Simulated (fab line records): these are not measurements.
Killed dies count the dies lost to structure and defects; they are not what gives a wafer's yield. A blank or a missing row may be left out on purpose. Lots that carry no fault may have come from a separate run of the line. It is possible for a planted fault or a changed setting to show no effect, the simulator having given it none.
Comparing a struck lot with a sound one | flow n5 finfet | 29 out of 1938 route steps
Sound: the wafers L450.2, L450.5, L450.6. Struck: wafer L438.3. (L438.1, L438.5 of the same lot were not struck and are left out.) The cause comes at the end.
At each step with rows: each side's tool, then ch and its chambers, then its first start. Under that, the readings that differ: sound wafers | struck wafers | difference of the means | sigmas: that difference in standard deviations of wafers without a fault.
alike: readings with means less than 2 such deviations apart, plus words and numbers identical on both sides. not compared: withheld readings, readings lacking a value on some wafer, bounds such as >300 that could conceal the same value, and numbers that have no deviation in the record and whose values overlap.
A row with sigmas, a row that says differs or no value, or rows on one side alone: a step with any of these is where the two part. Numbers that have no deviation but don't overlap get no sigmas and don't part them. Lack of a reading on every wafer of one side parts them only where that side has two or more wafers.

first, 9 steps without rows for these wafers: N5_SD_EPI_P_EXPOSE_06 (exposes mask SD P BLK, target cd 240 nm); N5_SD_EPI_P_PEB_07 (peb time 60 s); N5_SD_EPI_P_DEVELOP_08 (develop time 30 s); N5_SD_EPI_P_DESCUM_14 (chemistry O2, time 7.9 s); N5_SD_EPI_P_ETCH_36 (etches SiARC in CF4, target depth 45.5 nm, time 75.8 s); N5_SD_EPI_P_ETCH_37 (etches SOC in N2/H2, overetch 108 nm, time 486 s); N5_SD_EPI_P_STRIP_38 (strips in N2/H2); N5_SD_EPI_P_ETCHBACK_46 (etches SiNx in CH3F/O2, stops on SiO2, target depth 17.5 nm); N5_SD_EPI_P_ETCH_47 (etches SiOCN in CH3F/O2, target depth 25 nm).
N5_SD_EPI_P_ETCH_16: etches SiO2 in CHF3/O2, target depth 5 nm.
  sound on rie diel-01 ch 0,3, day 8 00:31; struck on rie diel-03 ch 0, day 4 23:53
  alike: chamber pressure mTorr, drypump motor current A, oes product au, rf vpp V, showerhead plenum p Torr, throttle valve pct
  not compared: rf hours counter h
then, 15 steps without rows for these wafers: N5_SD_EPI_P_STRIP_50 (strips in CHF3/O2); N5_SD_EPI_P_SD_RECESS_17 (chemistry HBr/Cl2/O2, target depth 39.1 nm, bt time 3 s); N5_SD_EPI_P_WET_ETCH_45 (etches SiO2 in dHF, time 10.7 s, target depth 2 nm, rinse time 30 s); N5_SD_EPI_P_STRIP_40 (strips in N2/H2); N5_SD_EPI_P_PRECLEAN_52 (cleans in O3/DIW, time 60 s); N5_SD_EPI_P_SRD_20 (time 30 s); N5_SD_EPI_P_PRECLEAN_51 (cleans in NF3:NH3, afs cycles 1, time 20 s, sublimation time 60 s); N5_SD_EPI_P_VAPOR_ETCH_44 (etches SiGe30 in NF3/Ar, time 3.3 s); N5_SD_EPI_P_EPI_21 (deposits SiGe:B, time 355 s); N5_SD_EPI_P_HM_STRIP_48 (strips SiNx in H3PO4, material SiNx, target depth 3 nm); N5_SD_EPI_P_SRD_49 (time 30 s); N5_SD_EPI_P_PRECLEAN_24 (cleans in O3/DIW, time 45 s); N5_SD_EPI_P_PRECLEAN_32 (cleans in dHF, time 10 s); N5_SD_EPI_P_PRECLEAN_33 (cleans in SC2, time 45 s); N5_SD_EPI_P_SRD_25 (time 30 s).
N5_SD_EPI_P_INSPECT_26: inspects for defects (darkfield).
  sound on defect inspect-01 at day 8 03:38; struck on defect inspect-01 at day 5 03:00
  reading          | sound       | struck | difference | sigmas
  raw defect count | 210 222 250 | 1023   | +796       | +22
then, 1 step without rows for these wafers: N5_SD_ACTIVATION_RTA_00 (time 0 s).
-- record jumps: 5 days separate the struck wafers' starts on either side; left off in module SD_ACTIVATION, taken up again in module BEOL_M4, whose first shown step is the route's number 1111 --
N5_BEOL_M4_RC_MEAS_101:
  sound on prober-01 ch 0, day 13 05:44; struck on prober-01 ch 0, day 9 23:41
  alike: DIBL_N, DIBL_P, IOFF_N, IOFF_P, ION_N, ION_P, SS_N, SS_P, VT_N, VT_P
-- here the record skips 5 days between the struck wafers' starts before and after, leaving off in module BEOL_M4 and picking up in module PASSIVATION (first step shown: number 1936 of the route) --
N5_PASSIVATION_PROBE_49:
  record: rows for the struck wafers here (prober-02, day 14 17:16), none for the sound ones

WHERE THEY PART
Last at N5_PASSIVATION_PROBE_49 as far as this record goes, first at N5_SD_EPI_P_INSPECT_26.

WHY: the cause the simulator had injected
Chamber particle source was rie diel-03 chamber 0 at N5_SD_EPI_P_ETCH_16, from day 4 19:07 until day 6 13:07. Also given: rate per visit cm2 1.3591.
